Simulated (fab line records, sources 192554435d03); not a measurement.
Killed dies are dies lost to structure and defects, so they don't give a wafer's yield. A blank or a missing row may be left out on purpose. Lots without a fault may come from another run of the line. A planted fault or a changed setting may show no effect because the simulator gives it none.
One fault seen from 3 desks | flow n5_finfet | each desk has only its own numbers; what lay behind them comes last

THE TOOL OWNER'S DESK: rie_si-02
The tool's own readings at N5_SDB_CUT_ETCH_26 (etches Si in HBr/Cl2/O2, target depth 129.6 nm, bt time 20 s, time 51.8 s): means of the sampled wafers that have a number, for each lot that ran on this tool. A lot is out of limits, marked OUT, if its mean lies more than 4 standard deviations from the usual mean; the brackets give that distance.
Columns: A = O2_flow_sccm at N5_SDB_CUT_ETCH_26, usual 12.00 sccm; B = chamber_pressure_mTorr at N5_SDB_CUT_ETCH_26, usual 10.001 mTorr; C = drypump_motor_current_A at N5_SDB_CUT_ETCH_26, usual 5.7 A; D = oes_product_au at N5_SDB_CUT_ETCH_26, usual 0.997 a.u.; E = throttle_valve_pct at N5_SDB_CUT_ETCH_26, usual 37.1 %
lot  | first seen here | A     | B      | C   | D     | E
L185 | day 4 04:26     | 11.96 | 10.004 | 5.8 | 1.001 | 37.1
L195 | day 6 13:01     | 12.01 | 9.993  | 5.6 | 1.002 | 36.8
This desk's finding: nothing out of limits on any of the 2 lots.

THE DEFECT DESK
What the inspections along the route counted, lot by lot: means of the sampled wafers that have a number. A lot is out of limits, marked OUT, if its mean lies more than 4 standard deviations from the usual mean; the brackets give that distance.
Columns: A = raw_defect_count at N5_SDB_INSPECT_13, usual 76
lot  | first seen here | A
L184 | day 3 22:03     | 45
L185 | day 4 03:13     | 81
L195 | day 6 12:17     | 66
L199 | day 7 11:12     | 96
L200 | day 7 18:26     | 67
This desk's finding: nothing out of limits on any of the 5 lots.

THE METROLOGY DESK
What the gauges read, lot by lot, whatever tool the lot ran on: means of the sampled wafers that have a number. A lot is out of limits, marked OUT, if its mean lies more than 4 standard deviations from the usual mean; the brackets give that distance. Of its 11 readings 7 are shown: those that lie furthest out on some lot.
Columns: A = SDB_OVL at N5_SDB_OVL_MEAS_12, usual 0.1 nm; B = DIBL_N at N5_BEOL_M4_RC_MEAS_101, usual 36.3 mV/V; C = DIBL_P at N5_BEOL_M4_RC_MEAS_101, usual 36.6 mV/V; D = IOFF_N at N5_BEOL_M4_RC_MEAS_101, usual 0.17 nA/um; E = IOFF_P at N5_BEOL_M4_RC_MEAS_101, usual 0.23 nA/um; F = SS_N at N5_BEOL_M4_RC_MEAS_101, usual 71.6 mV/dec; G = VT_P at N5_BEOL_M4_RC_MEAS_101, usual -248.9 mV
lot  | first seen here | A    | B    | C    | D    | E    | F    | G
L184 | day 3 22:02     | 0.2  | 36.3 | 38.2 | 0.16 | 0.22 | 71.7 | -251.6
L185 | day 4 03:11     | 0.6  | 36.1 | 35.9 | 0.18 | 0.23 | 71.8 | -248.2
L195 | day 6 12:16     | 0.4  | 33.6 | 33.7 | 0.13 | 0.19 | 71.0 | -251.9
L199 | day 7 11:10     | 1.0  | 37.7 | 38.9 | 0.20 | 0.24 | 71.8 | -248.0
L200 | day 7 18:25     | -0.2 | 36.4 | 36.6 | 0.17 | 0.22 | 71.4 | -248.3
This desk's finding: nothing out of limits on any of the 5 lots.

PUT TOGETHER
The tool owner's desk saw nothing out of limits.
The defect desk saw nothing out of limits.
The metrology desk saw nothing out of limits.

WHAT THE SIMULATOR HAD PUT IN
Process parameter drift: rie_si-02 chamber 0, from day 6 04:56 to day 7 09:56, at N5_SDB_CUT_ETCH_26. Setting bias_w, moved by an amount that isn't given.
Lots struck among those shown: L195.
